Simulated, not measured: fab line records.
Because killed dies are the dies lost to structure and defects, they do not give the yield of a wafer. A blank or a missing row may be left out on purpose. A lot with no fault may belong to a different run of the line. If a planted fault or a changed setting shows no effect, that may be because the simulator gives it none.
Which tool did it?	flow nandHarc	at 1 step of a route of 1159, 6 lots with 18 wafers sampled

## WHAT THE GAUGES READ, wafer by wafer
NHARC_P_STI_OCD_MEAS_43.
lot	measured	on	trenchDepthNm (nm)
L791	day 2 19:20	ocd-01	296 299 294
L795	day 3 18:10	ocd-02	299 298 302
L797	day 4 03:21	ocd-01	301 295 295
L803	day 5 18:46	ocd-02	293 291 298
L806	day 6 22:40	ocd-02	298 297 302
L812	day 7 21:27	ocd-01	298 296 296

## EACH LOT AND THE TOOL THAT RAN IT (in order: tool; ch and the chambers of the sampled wafers; start)
The record shows no process step preceding these readings.

## THE ANSWER, worked out from the rows above alone
Rule: the lots themselves supply what counts as usual. Put in order of their means at a reading, lots are off if they are a third of the lots or fewer, leave a main group of 4 or more, and stand apart from it by a gap of 3 or more times the standard deviation of the main group's means; of several such gaps the widest counts. A main group whose means are all the same, to the digits that the tables above print for the reading, isn't used. A lot without any number at a reading at which 4 lots or more have one is off too. All remaining lots with rows at the step are treated as sound.
Nothing can be told from this: no lot is off at any reading shown.

## WHAT THE SIMULATOR PUT IN
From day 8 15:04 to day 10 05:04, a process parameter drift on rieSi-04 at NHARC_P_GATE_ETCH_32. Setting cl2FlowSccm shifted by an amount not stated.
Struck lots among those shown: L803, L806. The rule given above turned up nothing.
